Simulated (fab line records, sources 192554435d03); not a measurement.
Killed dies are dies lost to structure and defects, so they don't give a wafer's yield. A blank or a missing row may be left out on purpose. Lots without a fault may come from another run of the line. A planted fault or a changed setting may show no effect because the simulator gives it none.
Split-lot experiment | flow n5_finfet | 7 lots, 21 wafers read, on a route of 1938 steps

THE SPLIT
At N5_BEOL_M6_TRENCH_ETCH_37 (etches SiCOH lowk in C4F6/O2, target depth 94.435 nm, time 31.5 s), the setting time_s was moved away from the recipe's 31.5 s on 10 of the 21 wafers read, by -20.9% to +13.7%. The other wafers ran this setting at the recipe's value.

FROM THE SPLIT TO THE READING: what the file shows between them, 12 steps
- N5_BEOL_M6_ETCH_41: etches SiCN in CH3F/O2, target depth 29.7 nm, time 52 s
- N5_BEOL_M6_STRIP_80: strips in N2/H2, time 10 s
- N5_BEOL_M6_OCD_MEAS_38
- N5_BEOL_M6_ALD_77: deposits TaN, target thk 2 nm, pulse time 2 s, purge time 3 s (also split here: co_reactant_pulse_time_s)
- N5_BEOL_M6_SURFACE_TREAT_79
- N5_BEOL_M6_CVD_78: deposits Co from CCTBA/H2, target thk 2 nm, time 142.3 s
- N5_BEOL_M6_ECD_50: material Cu, target thk 300 nm
- N5_BEOL_M6_ANNEAL_51: time 90 s
- N5_BEOL_M6_CMP_52: polishes, stops on SiCOH lowk, t overpolish 6.9 s, target thk 80 nm
- N5_BEOL_M6_THK_MEAS_53: measures by xrf
- N5_BEOL_M6_PRE_CLEAN_55: time 15 s
- N5_BEOL_M6_DEP_56: deposits SiCN from 3MS/NH3, target thk 10 nm, time 17.5 s

THE READING
M6_RS, in ohm/sq, at N5_BEOL_M6_RS_MEAS_57 (measures by four-point-probe). Fault-free wafers of this fab line usually give 0.288 ohm/sq, standard deviation 0.011 ohm/sq.

wafer  | tool, chamber at the split | time_s as run, s | against the recipe | M6_RS, ohm/sq | against lot-mates on the recipe
L074.1 | rie_diel-01, 2             | 31.5             | recipe             | 0.284         | -
L074.2 | rie_diel-01, 3             | 31.5             | recipe             | 0.301         | -
L074.5 | rie_diel-01, 1             | 31.5             | recipe             | 0.281         | -
L079.3 | rie_diel-01, 3             | 28.27            | -10.3%             | 0.355         | no lot-mate on the recipe
L079.4 | rie_diel-01, 2             | 28.27            | -10.3%             | 0.321         | no lot-mate on the recipe
L079.5 | rie_diel-01, 2             | 28.27            | -10.3%             | 0.335         | no lot-mate on the recipe
L081.1 | rie_diel-01, 1             | 31.5             | recipe             | 0.290         | -
L081.2 | rie_diel-01, 3             | 35.8             | +13.7%             | 0.259         | -0.031
L081.3 | rie_diel-01, 2             | 35.8             | +13.7%             | 0.244         | -0.046
L080.3 | rie_diel-05, 2             | 31.5             | recipe             | 0.292         | -
L080.5 | rie_diel-05, 3             | 29               | -7.9%              | 0.330         | +0.038
L080.6 | rie_diel-05, 2             | 29               | -7.9%              | 0.341         | +0.049
L089.1 | rie_diel-04, 3             | 31.5             | recipe             | 0.272         | -
L089.2 | rie_diel-04, 0             | 26.29            | -16.5%             | 0.398         | +0.112
L089.6 | rie_diel-04, 2             | 31.5             | recipe             | 0.301         | -
L092.2 | rie_diel-01, 1             | 24.93            | -20.9%             | 0.374         | +0.079
L092.4 | rie_diel-01, 1             | 24.93            | -20.9%             | 0.381         | +0.086
L092.5 | rie_diel-01, 3             | 31.5             | recipe             | 0.295         | -
L094.1 | rie_diel-05, 1             | 31.5             | recipe             | 0.275         | -
L094.3 | rie_diel-05, 0             | 31.5             | recipe             | 0.283         | -
L094.6 | rie_diel-05, 2             | 31.5             | recipe             | 0.294         | -

THE FIT
A straight line over all 21 wafers: M6_RS changes by -0.00426 ohm/sq for each +1% of time_s; r = -0.94; the points scatter about the line by 0.014 ohm/sq.
The same after taking each lot's own level away (the mean of its wafers on the recipe; 18 wafers): -0.00413 ohm/sq for each +1%; r = -0.94; scatter 0.014 ohm/sq.
On that fit, the largest move of time_s shifts the reading by 0.086 ohm/sq.
The lots' own levels span 0.2840 to 0.2950 ohm/sq, that is 1.0 times the standard deviation above.
So the lot-to-lot level changes the slope little: the two slopes agree.
Check: with one of the wafers moved furthest among these (-20.9%) left out of the fit, the line predicts +0.096 ohm/sq for it against its lot-mates. It came out at +0.079 ohm/sq against them.

OTHER SPLITS ON THESE WAFERS
These wafers also went through other splits before the reading. Each is held against what the fit with the lots' levels taken away leaves over:
other split on the same wafers             | wafers away from the commonest value | r with M6_RS (lot level and that fit taken away)
N5_BEOL_M6_ALD_77 co_reactant_pulse_time_s | 8                                    | -0.39

THE WHOLE CHAIN: every reading that the file lists as answering this split, in the file's order
step                      | what it does                                                        | reading                                                                      | change (the file's fit)               | r (the file's)
N5_BEOL_M6_TRENCH_ETCH_37 | etches SiCOH lowk in C4F6/O2, target depth 94.435 nm, time 31.5 s   | etch.depth_nm (the simulator's own value, which no gauge read)               | +0.835 nm for each +1% of the setting | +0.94
N5_BEOL_M6_TRENCH_ETCH_37 | etches SiCOH lowk in C4F6/O2, target depth 94.435 nm, time 31.5 s   | BEOL_M6.feature_depth_nm (the simulator's own value, which no gauge read)    | +0.832 nm for each +1% of the setting | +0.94
N5_BEOL_M6_OCD_MEAS_38    |                                                                     | trench_depth_nm                                                              | +0.837 nm for each +1% of the setting | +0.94
N5_BEOL_M6_CMP_52         | polishes, stops on SiCOH lowk, t overpolish 6.9 s, target thk 80 nm | Cu_of_BEOL_M6_ECD_50.thk_nm (the simulator's own value, which no gauge read) | +0.872 nm for each +1% of the setting | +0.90
N5_BEOL_M6_THK_MEAS_53    | measures by xrf                                                     | M6_THK                                                                       | +0.844 for each +1% of the setting    | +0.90
N5_BEOL_M6_RS_MEAS_57     | measures by four-point-probe                                        | M6_RS                                                                        | -0.00462 for each +1% of the setting  | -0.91

THE FILE'S OWN FIT
M6_RS changes by -0.00462 ohm/sq for each +1% of time_s, r = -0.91.
